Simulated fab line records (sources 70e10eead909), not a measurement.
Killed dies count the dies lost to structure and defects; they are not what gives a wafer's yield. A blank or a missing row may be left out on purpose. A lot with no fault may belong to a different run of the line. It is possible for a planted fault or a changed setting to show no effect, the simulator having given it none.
Matching of chambers	flow nand_harc	rie_diel-05 running NHARC_A_STAIRCASE_TRIM_229: 4 sister chambers
The step chemistry O2, time 211.2 s. 8 wafers are shown with their chamber, then 12 later ones without.

WAFERS PAIRED WITH THEIR CHAMBERS
wafer	chamber	drypump_motor_current_A (A)	showerhead_plenum_p_Torr (Torr)
L083.2	2	5.7	3.51
L084.2	1	6.5	3.38
L085.1	3	5.1	3.61
L085.4	0	5.3	3.40
L085.6	3	5.0	3.61
L088.1	1	6.5	3.37
L088.4	2	5.7	3.51
L088.6	0	5.3	3.40

WAFERS MISSING THEIR CHAMBER
wafer	drypump_motor_current_A (A)	showerhead_plenum_p_Torr (Torr)
L089.3	5.0	3.61
L089.4	6.5	3.37
L089.6	5.6	3.51
L091.2	5.6	3.51
L091.3	6.5	3.37
L091.5	5.6	3.51
L092.1	5.3	3.39
L092.3	5.6	3.50
L092.6	6.5	3.37
L097.1	5.3	3.39
L097.2	6.5	3.36
L097.4	5.0	3.60

THE CHAMBER EACH PASSED THROUGH
wafer	from the rows above	in truth
L089.3	3	3
L089.4	1	1
L089.6	2	2
L091.2	2	2
L091.3	1	1
L091.5	2	2
L092.1	0	0
L092.3	2	2
L092.6	1	1
L097.1	0	0
L097.2	1	1
L097.4	3	3
Correct placement for 12 of the 12. From these rows, 0 cannot be placed. Placed wrongly: 0.
How it was worked out, from the rows above alone: a wafer's distance from a chamber is the root of the sum, over the readings, of the square of ((its reading less the chamber's mean) divided by the reading's scatter). The wafer belongs to the nearest chamber; if the next one is less than 2 further off, it can't be placed. A chamber's mean is the mean of its shown wafers. The scatter is the square root of a quotient: the sum, over the shown wafers, of each reading's squared deviation from its chamber's mean, divided by wafers minus chambers.
